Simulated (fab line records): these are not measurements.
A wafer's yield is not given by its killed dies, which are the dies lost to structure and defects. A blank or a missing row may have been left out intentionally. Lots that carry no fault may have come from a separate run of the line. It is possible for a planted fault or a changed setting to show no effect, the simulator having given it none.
Which of the tools did it? ; flow nand-harc ; 12 lots with 36 wafers sampled at 5 steps, on a route of 1159 steps

== WHAT THE GAUGES READ, wafer by wafer ==
NHARC_END_SORT_01. Usual: killed-at-array 28, standard deviation 8.6; killed-at-other 0.7, standard deviation 1.2; killed-at-periphery 3.1, standard deviation 2.3; killed-dies 32, standard deviation 8.7; killed-open 3.2, standard deviation 1.7; killed-short 2.0, standard deviation 1.5.
lot;measured;on;killed-at-array;killed-at-other;killed-at-periphery;killed-dies;killed-open;killed-short;flag
L933;day 21 12:55;prober-02;25 25 32;0 1 0;0 4 2;25 30 34;1 7 5;0 1 2;
L934;day 21 05:57;prober-02;30 21 28;4 0 2;7 8 3;41 29 33;2 2 2;4 2 5;

== EACH LOT AND THE TOOL THAT RAN IT (in order: tool; ch and the chambers of the sampled wafers; start) ==
lot;NHARC_P_STI_ETCH_15;NHARC_P_GATE_DESCUM_13;NHARC_P_GATE_HM_DEP_102;NHARC_P_GATE_ETCH_104
L927;rie-si-01 ch 1,2,3, day 2 14:16;rie-diel-04 ch 0,2, day 4 05:40;acl-dep-01 ch 0, day 4 20:08;rie-diel-02 ch 0,1, day 4 21:39
L932;rie-si-03 ch 1,2, day 3 14:24;rie-diel-04 ch 2,3, day 5 04:22;acl-dep-02 ch 0, day 5 16:26;rie-diel-02 ch 1,2, day 5 18:17
L931;rie-si-01 ch 0,3, day 3 14:35;rie-diel-08 ch 1,3, day 5 04:14;acl-dep-03 ch 0, day 5 17:10;rie-diel-02 ch 0,3, day 5 19:05
L933;rie-si-01 ch 0,1,3, day 4 01:44;rie-diel-08 ch 0,3, day 5 22:20;acl-dep-01 ch 0, day 6 11:09;rie-diel-02 ch 0,1,2, day 6 12:51
L934;rie-si-05 ch 0,1,3, day 4 05:14;rie-diel-02 ch 0,1,2, day 5 22:10;acl-dep-01 ch 0, day 6 10:37;rie-diel-02 ch 1,2,3, day 6 12:09
L935;rie-si-05 ch 0,2,3, day 4 12:38;rie-diel-08 ch 1,2, day 5 22:01;acl-dep-02 ch 0, day 6 10:55;rie-diel-02 ch 0,3, day 6 12:27
L940;rie-si-01 ch 0,1,3, day 5 17:46;rie-diel-04 ch 1,2, day 7 07:46;acl-dep-01 ch 0, day 7 23:37;rie-diel-08 ch 0,1,3, day 8 01:20
L945;rie-si-01 ch 0,2,3, day 7 00:29;rie-diel-02 ch 0,2, day 8 16:26;acl-dep-03 ch 0, day 9 05:56;rie-diel-04 ch 0,3, day 9 07:35
L948;rie-si-01 ch 0,2,3, day 7 15:40;rie-diel-02 ch 1,2,3, day 9 09:02;acl-dep-01 ch 0, day 9 22:30;rie-diel-02 ch 0,1,3, day 10 00:08
L947;rie-si-05 ch 0,1,3, day 7 15:52;rie-diel-08 ch 0,1,2, day 9 08:53;acl-dep-01 ch 0, day 9 23:22;rie-diel-08 ch 0,2,3, day 10 00:47
L950;rie-si-03 ch 0,1,3, day 8 02:46;rie-diel-08 ch 1,2,3, day 9 16:28;acl-dep-01 ch 0, day 10 05:53;rie-diel-02 ch 0,1,2, day 10 07:33
L949;rie-si-01 ch 1,2, day 8 02:47;rie-diel-04 ch 1,2, day 9 16:16;acl-dep-02 ch 0, day 10 05:53;rie-diel-08 ch 1,2, day 10 07:19
- NHARC_P_STI_ETCH_15: etches the open film in HBr/Cl2, target depth 300 nm, time 100.1 s.
- NHARC_P_GATE_DESCUM_13: chemistry O2, time 3 s.
- NHARC_P_GATE_HM_DEP_102: deposits aC, target thk 120 nm.
- NHARC_P_GATE_ETCH_104: etches the open film in CF4/CHF3, target depth 60 nm.

== WHAT THE TOOLS THEMSELVES READ (means of the sampled wafers that have a number; where no wafer has one, the mark that the record gives instead) ==
NHARC_P_STI_ETCH_15. Usual: bias-w 100.02 W, standard deviation 0.26; drypump-motor-current-A 5.7 A, standard deviation 0.52; oes-product-au 1.000 a.u., standard deviation 0.0087; rf-fwd-power-W 397.2 W, standard deviation 1.2; throttle-valve-pct 26.406 %, standard deviation 0.0092.
lot;tool;bias-w (W);drypump-motor-current-A (A);oes-product-au (a.u.);rf-fwd-power-W (W);throttle-valve-pct (%);flag
L927;rie-si-01;99.98;5.6;1.003;396.3;26.403;
L932;rie-si-03;99.92;5.7;1.003;397.2;26.401;
L931;rie-si-01;100.11;6.3;1.004;398.1;26.406;
L933;rie-si-01;99.98;5.8;1.002;396.6;26.393;
L934;rie-si-05;99.85;5.5;1.008;397.6;26.405;
L935;rie-si-05;100.05;5.3;1.007;397.4;26.411;
L940;rie-si-01;99.94;5.8;0.990;396.4;26.411;
L945;rie-si-01;100.13;6.1;0.996;398.1;26.402;
L948;rie-si-01;99.93;6.1;0.993;396.8;26.410;
L947;rie-si-05;99.87;5.4;1.012;397.5;26.414;
L950;rie-si-03;99.83;5.4;1.004;396.0;26.408;
L949;rie-si-01;100.21;5.8;0.992;397.0;26.399;

NHARC_P_GATE_DESCUM_13. Usual: drypump-motor-current-A 5.7 A, standard deviation 0.35; oes-product-au 1.001 a.u., standard deviation 0.012; rf-vpp-V 58.1 V, standard deviation 0.83; showerhead-plenum-p-Torr 1.96 Torr, standard deviation 0.05; throttle-valve-pct 11.312 %, standard deviation 0.008.
lot;tool;drypump-motor-current-A (A);oes-product-au (a.u.);rf-vpp-V (V);showerhead-plenum-p-Torr (Torr);throttle-valve-pct (%);flag
L927;rie-diel-04;6.0;1.010;58.2;1.95;11.312;
L932;rie-diel-04;6.1;1.022;58.2;1.94;11.314;
L931;rie-diel-08;6.0;1.002;58.3;2.02;11.301;
L933;rie-diel-08;5.5;1.016;57.7;1.94;11.317;
L934;rie-diel-02;5.7;0.987;58.0;1.94;11.307;
L935;rie-diel-08;5.6;1.002;58.2;2.04;11.314;
L940;rie-diel-04;5.8;0.995;58.6;1.97;11.318;
L945;rie-diel-02;5.9;0.990;56.8;1.89;11.309;
L948;rie-diel-02;5.6;0.993;58.1;1.95;11.316;
L947;rie-diel-08;5.5;1.003;57.9;1.99;11.312;
L950;rie-diel-08;5.8;0.990;58.7;2.02;11.305;
L949;rie-diel-04;5.8;0.997;58.1;1.96;11.316;

NHARC_P_GATE_HM_DEP_102. Usual: 34.999 % for throttle-valve-pct, sd 0.0089.
lot;tool;throttle-valve-pct (%);flag
L927;acl-dep-01;35.000;
L932;acl-dep-02;34.999;
L931;acl-dep-03;34.997;
L933;acl-dep-01;35.004;
L934;acl-dep-01;34.990;
L935;acl-dep-02;34.995;
L940;acl-dep-01;35.001;
L945;acl-dep-03;34.994;
L948;acl-dep-01;35.002;
L947;acl-dep-01;35.002;
L950;acl-dep-01;35.002;
L949;acl-dep-02;35.001;

NHARC_P_GATE_ETCH_104. Usual: value, then standard deviation, for each; bias-w 200.0 W / 0.66; drypump-motor-current-A 5.6 A / 0.34; oes-product-au 0.949 a.u. / 0.019; rf-fwd-power-W 491.9 W / 2.9; rf-vpp-V 371.7 V / 1.4; showerhead-plenum-p-Torr 1.61 Torr / 0.037; throttle-valve-pct 16.802 % / 0.0088.
lot;tool;bias-w (W);drypump-motor-current-A (A);oes-product-au (a.u.);rf-fwd-power-W (W);rf-vpp-V (V);showerhead-plenum-p-Torr (Torr);throttle-valve-pct (%);flag
L927;rie-diel-02;200.4;5.5;0.957;492.6;372.0;1.63;16.795;
L932;rie-diel-02;199.5;6.0;0.934;489.8;371.7;1.58;16.802;
L931;rie-diel-02;199.7;5.2;0.973;490.5;371.5;1.61;16.806;
L933;rie-diel-02;200.0;5.7;0.714;292.2;370.8;1.59;16.798;OFF
L934;rie-diel-02;199.7;5.5;0.912;489.3;371.7;1.61;16.796;
L935;rie-diel-02;201.0;5.2;0.715;291.0;372.1;1.61;16.802;OFF
L940;rie-diel-08;199.3;5.7;0.957;489.2;371.7;1.62;16.802;
L945;rie-diel-04;199.6;5.6;0.940;490.4;371.0;1.59;16.801;
L948;rie-diel-02;200.0;5.4;0.926;492.5;372.4;1.62;16.807;
L947;rie-diel-08;200.1;5.6;0.938;488.7;372.3;1.62;16.809;
L950;rie-diel-02;199.9;5.7;0.959;491.4;371.1;1.59;16.802;
L949;rie-diel-08;200.0;5.6;0.951;491.8;373.9;1.66;16.800;

== THE ANSWER, worked out from the rows above alone ==
Rule: lot off if the mean of its wafers having a number is beyond 3 standard deviations from the usual mean. A lot without any number at a reading at which 4 lots or more have one is off too. The other lots that the step has rows for count as sound. The gauges are gone through in route order, then the tools' own readings, and for those a lot's mean is taken as printed above. The first step at which some lot is off is used, and at that step the reading that is off furthest; a lot without a number counts as furthest.
Off: L933, L935 (NHARC_P_GATE_ETCH_104, rf-fwd-power-W).
If a tool, at that step or one of the process steps before it, ran each lot that is off and ran no sound lot following the first of them, it fits. Of those tried, none fits.

== WHAT THE SIMULATOR HAD INSERTED ==
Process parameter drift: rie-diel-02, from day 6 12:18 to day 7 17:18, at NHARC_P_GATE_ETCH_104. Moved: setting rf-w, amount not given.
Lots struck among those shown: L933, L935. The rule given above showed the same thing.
